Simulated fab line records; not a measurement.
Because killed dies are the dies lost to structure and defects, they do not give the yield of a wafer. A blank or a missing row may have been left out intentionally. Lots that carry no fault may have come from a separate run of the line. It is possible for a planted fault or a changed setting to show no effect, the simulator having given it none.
A struck lot beside a sound one + flow n5-finfet + 43 out of 1938 route steps
Sound: the wafers L764.1, L764.3, L764.4. Struck: wafer L776.2 (left out: L776.3, L776.5 of the same lot, which were not struck); the cause appears at the end.
For every step that has rows: the tool of each side, followed by ch and its chambers, followed by its first start. Under that, the readings that differ: sound wafers + struck wafers + difference of the means + sigmas: that difference in standard deviations of wafers without a fault.
alike: readings whose means differ by less than 2 such deviations, and words and numbers that are the same on both sides. not compared: withheld readings, readings that some wafer has no value for, bounds like >300 that may hide the same value, and numbers for which the record gives no deviation and whose values overlap.
Wherever a step has rows on one side only, a row that says differs or no value, or a row with sigmas, the two part there. Numbers that have no deviation but don't overlap get no sigmas and don't part them. A reading missing from all wafers of one side parts the sides only when that side holds two or more wafers.

first, 3 steps without rows for these wafers: N5_BEOL_M4_STRIP_83 (strips in C4F6/O2); N5_BEOL_M4_STRIP_36 (strips in N2/H2); N5_BEOL_M4_TRENCH_ETCH_37 (etches SiOC in C4F6/O2, target depth 55.555 nm, time 29.2 s).
N5_BEOL_M4_ETCH_41: etches SiCN in CH3F/O2, target depth 29.9 nm, time 52.5 s.
  sound on rie-diel-06 ch 0,2,3; struck on rie-diel-06 ch 1
| reading                | sound       | struck | difference | sigmas |
|------------------------|-------------|--------|------------|--------|
| rf-hours-counter-h (h) | 174 185 143 | 97     | -70        |        |
  alike: chamber-pressure-mTorr, drypump-motor-current-A, oes-product-au, rf-vpp-V, showerhead-plenum-p-Torr, throttle-valve-pct
then, 1 step without rows for these wafers: N5_BEOL_M4_STRIP_97 (strips in N2/H2, time 10 s).
N5_BEOL_M4_OCD_MEAS_38:
  struck on ocd-02, day 12 20:53; sound on ocd-01, day 8 11:22
  alike: trench-depth-nm
then, 4 steps without rows for these wafers: N5_BEOL_M4_HM_STRIP_39 (strips TiN in peroxide tin strip, target depth 25 nm, time 158 s); N5_BEOL_M4_SRD_40 (time 30 s); N5_BEOL_M4_PRECLEAN_42 (cleans in residue remover, time 60 s); N5_BEOL_M4_SRD_43 (time 30 s).
N5_BEOL_M4_CD_MEAS_35: target cd 18 nm, target cd y 22.4 nm.
  struck on cd-sem-02, day 12 21:02; sound on cd-sem-03, day 8 11:31
  alike: cd-nm
then, 1 step without rows for these wafers: N5_BEOL_M4_DEGAS_44 (time 60 s).
N5_BEOL_M4_PRE_CLEAN_45: time 30 s.
  struck on pvd-sputter-01, day 12 22:35; sound on pvd-sputter-02, day 8 11:47
  alike: heater-power-w
N5_BEOL_M4_ALD_84: deposits TaN, pulse time 2 s, purge time 3 s, co reactant purge time 2 s.
  sound on ald-metal-03 ch 0,1,2, day 8 11:53; struck on ald-metal-02 ch 2, day 12 22:39
| reading            | sound       | struck | difference | sigmas |
|--------------------|-------------|--------|------------|--------|
| heater-power-w (W) | 355 427 407 | 519    | +123       | +2     |
  alike: mfc-carrier-sccm
then, 11 steps without rows for these wafers: N5_BEOL_M4_SURFACE_TREAT_85; N5_BEOL_M4_CVD_47 (deposits Co from CCTBA/H2, target thk 3 nm, time 223.8 s); N5_BEOL_M4_SPUTTER_48 (material Cu, target thk 4.5 nm, time 8.29 s); N5_BEOL_M4_ANNEAL_49 (time 240 s); N5_BEOL_M4_SPUTTER_79 (material Cu, target thk 4.5 nm, time 8.29 s); N5_BEOL_M4_ANNEAL_80 (time 240 s); N5_BEOL_M4_SPUTTER_81 (material Cu, target thk 4.5 nm, time 8.29 s); N5_BEOL_M4_ANNEAL_82 (time 240 s); N5_BEOL_M4_SPUTTER_86 (material Cu, target thk 4.5 nm, time 8.29 s); N5_BEOL_M4_ANNEAL_87 (time 240 s); N5_BEOL_M4_SPUTTER_88 (material Cu, target thk 4.5 nm, time 8.29 s).
N5_BEOL_M4_ANNEAL_89: time 240 s.
  struck on pvd-sputter-02, day 13 00:08; sound on pvd-sputter-03, day 8 13:34
| reading            | sound       | struck | difference | sigmas |
|--------------------|-------------|--------|------------|--------|
| heater-power-w (W) | 717 734 764 | 932    | +194       | +2     |
N5_BEOL_M4_SPUTTER_90: material Cu, target thk 4.5 nm, time 8.29 s.
  struck on pvd-sputter-02, day 13 00:16; sound on pvd-sputter-03, day 8 13:43
  alike: throttle-valve-pct
then, 9 steps without rows for these wafers: N5_BEOL_M4_ANNEAL_91 (time 240 s); N5_BEOL_M4_SPUTTER_92 (material Cu, target thk 4.5 nm, time 8.29 s); N5_BEOL_M4_ANNEAL_93 (time 240 s); N5_BEOL_M4_SPUTTER_94 (material Cu, target thk 4.5 nm, time 8.29 s); N5_BEOL_M4_ANNEAL_95 (time 240 s); N5_BEOL_M4_SPUTTER_96 (material Cu, target thk 4.5 nm, time 8.29 s); N5_BEOL_M4_ECD_50 (material Cu, target thk 300 nm); N5_BEOL_M4_ANNEAL_51 (time 90 s); N5_BEOL_M4_CMP_52 (polishes, stops on SiOC, t overpolish 6.8 s, target thk 40 nm).
N5_BEOL_M4_THK_MEAS_53: measures by xrf.
  struck on film-metro-01, day 13 01:43; sound on film-metro-01, day 8 15:11
  alike: M4_THK
then, 3 steps without rows for these wafers: N5_BEOL_M4_PRE_CLEAN_60 (time 15 s); N5_BEOL_M4_CO_CAP_55 (material Co, precursor CCTBA/H2, target thk 2 nm, time 102.1 s); N5_BEOL_M4_PRE_CLEAN_56 (time 15 s).
N5_BEOL_M4_DEP_57: deposits SiCN from 3MS/NH3, target thk 8 nm, time 14 s.
  sound on pecvd-01 ch 1,2, day 8 15:23; struck on pecvd-04 ch 0, day 13 01:55
| reading                         | sound             | struck | difference | sigmas |
|---------------------------------|-------------------|--------|------------|--------|
| showerhead-plenum-p-Torr (Torr) | 3.639 3.648 3.635 | 3.706  | +0.065     | +4     |
  alike: throttle-valve-pct
N5_BEOL_M4_RS_MEAS_58: a four-point-probe measurement.
  struck on film-metro-02, day 13 01:59; sound on film-metro-01, day 8 15:27
  alike: M4_RS
-- a jump in the record: the struck wafers' starts before and after are 4 days apart (it breaks off in module BEOL_M4 and resumes in module PASSIVATION, where the first step shown is number 1936 of the route) --
N5_PASSIVATION_PROBE_49:
  struck on prober-02, day 17 08:33; sound on prober-01, day 14 04:08
| reading                  | sound          | struck | difference | sigmas |
|--------------------------|----------------|--------|------------|--------|
| defect-limited-yield (%) | 91.9 91.8 90.7 | 85.6   | -5.9       | -5     |
| killed_at_M4_up          | 18 8 10        | 94     | +82        | +16    |
| killed-dies              | 95 97 110      | 170    | +69        | +5     |
| killed-on-rim            | 17 9 13        | 29     | +16        | +4     |
| killed-short             | 45 42 50       | 29     | -17        | -2     |
| sort_bin_5_function (%)  | 4.5 4.7 4.8    | 8.5    | +3.8       | +4     |
| sort-n-pass              | 1085 1083 1070 | 1010   | -69        | -5     |
| sort-yield-pct (%)       | 91.9 91.8 90.7 | 85.6   | -5.9       | -5     |
  alike: killed_at_M0_to_M3, killed-at-contacts, killed-at-front-end, killed-at-other, killed-open, sort_bin_6_memory

== WHERE THEY PART ==
First at N5_BEOL_M4_ALD_84; last, within this record, at N5_PASSIVATION_PROBE_49.

WHY: what the simulator had put in
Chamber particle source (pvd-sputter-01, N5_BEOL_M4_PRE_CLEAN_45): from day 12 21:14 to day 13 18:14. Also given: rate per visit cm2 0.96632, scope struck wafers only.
